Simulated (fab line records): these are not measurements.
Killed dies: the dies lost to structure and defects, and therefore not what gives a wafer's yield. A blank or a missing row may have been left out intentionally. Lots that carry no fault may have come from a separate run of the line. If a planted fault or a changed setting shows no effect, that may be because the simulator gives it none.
Split-lot study + flow n5Finfet + 39 wafers read from 7 lots, route of 1938 steps

== THE SPLIT ==
At N5_SD_EPI_P_EPI_21 (deposits SiGe:B, time 355 s), the setting epiGrowthTimeS was moved away from the recipe's 355 s on 12 of the 39 wafers read, by -57.4% to +34.0%. For the rest of the wafers, this setting stayed at what the recipe calls for.

Reading taken at the split's own step.

== THE READING ==
SiGe-B_of_SD_EPI_P_EPI_21.thkNm (the simulator's own value, which no gauge read), in nm, at N5_SD_EPI_P_EPI_21 (deposits SiGe:B, time 355 s). The file gives no usual value for it. Here, 27 wafers ran the recipe; their average is 60.9 nm with a standard deviation of 0.88 nm.

| wafer  | tool, chamber at the split | epiGrowthTimeS as run, s | against the recipe | SiGe-B_of_SD_EPI_P_EPI_21.thkNm, nm | against lot-mates on the recipe |
|--------|----------------------------|--------------------------|--------------------|-------------------------------------|---------------------------------|
| L074.1 | epiRpcvd-04, 0             | 355                      | recipe             | 60.4                                | -                               |
| L074.2 | epiRpcvd-04, 0             | 475.8                    | +34.0%             | 74.2                                | +13.9                           |
| L074.3 | epiRpcvd-04, 0             | 475.8                    | +34.0%             | 73.6                                | +13.3                           |
| L074.4 | epiRpcvd-04, 0             | 355                      | recipe             | 60.8                                | -                               |
| L074.5 | epiRpcvd-04, 0             | 355                      | recipe             | 59.8                                | -                               |
| L074.6 | epiRpcvd-04, 0             | 475.8                    | +34.0%             | 73.8                                | +13.5                           |
| L077.3 | epiRpcvd-03, 0             | 355                      | recipe             | 62                                  | -                               |
| L077.4 | epiRpcvd-03, 0             | 355                      | recipe             | 61.6                                | -                               |
| L077.6 | epiRpcvd-03, 0             | 355                      | recipe             | 61.2                                | -                               |
| L078.1 | epiRpcvd-03, 0             | 355                      | recipe             | 61                                  | -                               |
| L078.2 | epiRpcvd-03, 0             | 355                      | recipe             | 61                                  | -                               |
| L078.3 | epiRpcvd-03, 0             | 408.6                    | +15.1%             | 66                                  | +5.3                            |
| L078.4 | epiRpcvd-03, 0             | 408.6                    | +15.1%             | 66.8                                | +6.1                            |
| L078.5 | epiRpcvd-03, 0             | 355                      | recipe             | 60.2                                | -                               |
| L078.6 | epiRpcvd-03, 0             | 408.6                    | +15.1%             | 66.2                                | +5.5                            |
| L081.1 | epiRpcvd-02, 0             | 355                      | recipe             | 59.6                                | -                               |
| L081.5 | epiRpcvd-02, 0             | 355                      | recipe             | 59.6                                | -                               |
| L081.2 | epiRpcvd-02, 0             | 355                      | recipe             | 59.4                                | -                               |
| L081.4 | epiRpcvd-02, 0             | 355                      | recipe             | 59.4                                | -                               |
| L081.3 | epiRpcvd-02, 0             | 355                      | recipe             | 60.6                                | -                               |
| L081.6 | epiRpcvd-02, 0             | 355                      | recipe             | 59.8                                | -                               |
| L082.1 | epiRpcvd-03, 0             | 248.2                    | -30.1%             | 47.2                                | -14.2                           |
| L082.2 | epiRpcvd-03, 0             | 355                      | recipe             | 61.4                                | -                               |
| L082.3 | epiRpcvd-03, 0             | 355                      | recipe             | 61.4                                | -                               |
| L082.5 | epiRpcvd-03, 0             | 355                      | recipe             | 61.4                                | -                               |
| L082.4 | epiRpcvd-03, 0             | 248.2                    | -30.1%             | 46.6                                | -14.8                           |
| L082.6 | epiRpcvd-03, 0             | 248.2                    | -30.1%             | 47                                  | -14.4                           |
| L089.1 | epiRpcvd-04, 0             | 355                      | recipe             | 60.6                                | -                               |
| L089.2 | epiRpcvd-04, 0             | 355                      | recipe             | 60.4                                | -                               |
| L089.3 | epiRpcvd-04, 0             | 355                      | recipe             | 61                                  | -                               |
| L089.5 | epiRpcvd-04, 0             | 355                      | recipe             | 61                                  | -                               |
| L089.4 | epiRpcvd-04, 0             | 355                      | recipe             | 61.2                                | -                               |
| L089.6 | epiRpcvd-04, 0             | 355                      | recipe             | 61.4                                | -                               |
| L093.1 | epiRpcvd-02, 0             | 151.4                    | -57.4%             | 28.4                                | -33.9                           |
| L093.4 | epiRpcvd-02, 0             | 151.4                    | -57.4%             | 28.4                                | -33.9                           |
| L093.2 | epiRpcvd-02, 0             | 151.4                    | -57.4%             | 28.8                                | -33.5                           |
| L093.3 | epiRpcvd-02, 0             | 355                      | recipe             | 62.2                                | -                               |
| L093.5 | epiRpcvd-02, 0             | 355                      | recipe             | 62.8                                | -                               |
| L093.6 | epiRpcvd-02, 0             | 355                      | recipe             | 62                                  | -                               |

FIT RESULTS
A straight line over all 39 wafers: SiGe-B_of_SD_EPI_P_EPI_21.thkNm changes by +0.497 nm for each +1% of epiGrowthTimeS; r = +0.99; the points scatter about the line by 1.7 nm.
The same after taking each lot's own level away (the mean of its wafers on the recipe; 39 wafers): +0.518 nm for each +1%; r = +0.99; scatter 1.7 nm.
The reading moves by 30 nm for the largest change in epiGrowthTimeS, on that fit.
The span of the lots' own levels, 59.73 to 62.33 nm, comes to 3.0 times the standard deviation stated above.
Hence the lot-to-lot level has little effect on the slope; both slopes agree.
Check: with one of the wafers moved furthest among these (-57.4%) left out of the fit, the line predicts -29.5 nm for it against its lot-mates. Against them it came out at -33.9 nm.

== THE OTHER SPLITS THESE WAFERS WENT THROUGH ==
Before the reading, these wafers also passed through other splits. Each is held against what the fit with the lots' levels taken away leaves over:
| other split on the same wafers        | wafers away from the commonest value | r with SiGe-B_of_SD_EPI_P_EPI_21.thkNm (lot level and that fit taken away) |
|---------------------------------------|--------------------------------------|----------------------------------------------------------------------------|
| N5_ZERO_LAYER_DEVELOP_10 developTimeS | 15                                   | +0.02                                                                      |
| N5_FIN_CUT_CUT_ETCH_15 targetDepthA   | 12                                   | -0.31                                                                      |

== THE WHOLE CHAIN: every reading that the file lists as answering this split, in the file's order ==
| step                    | what it does                | reading                                                                          | change (the file's fit)               | r (the file's) |
|-------------------------|-----------------------------|----------------------------------------------------------------------------------|---------------------------------------|----------------|
| N5_SD_EPI_P_EPI_21      | deposits SiGe:B, time 355 s | SiGe-B_of_SD_EPI_P_EPI_21.thkNm (the simulator's own value, which no gauge read) | +0.523 nm for each +1% of the setting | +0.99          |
| N5_SD_EPI_P_EPI_MEAS_23 |                             | thkNm                                                                            | withheld for each +1% of the setting  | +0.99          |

== FILE'S OWN FIT ==
SiGe-B_of_SD_EPI_P_EPI_21.thkNm changes by +0.523 nm for each +1% of epiGrowthTimeS, r = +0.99.
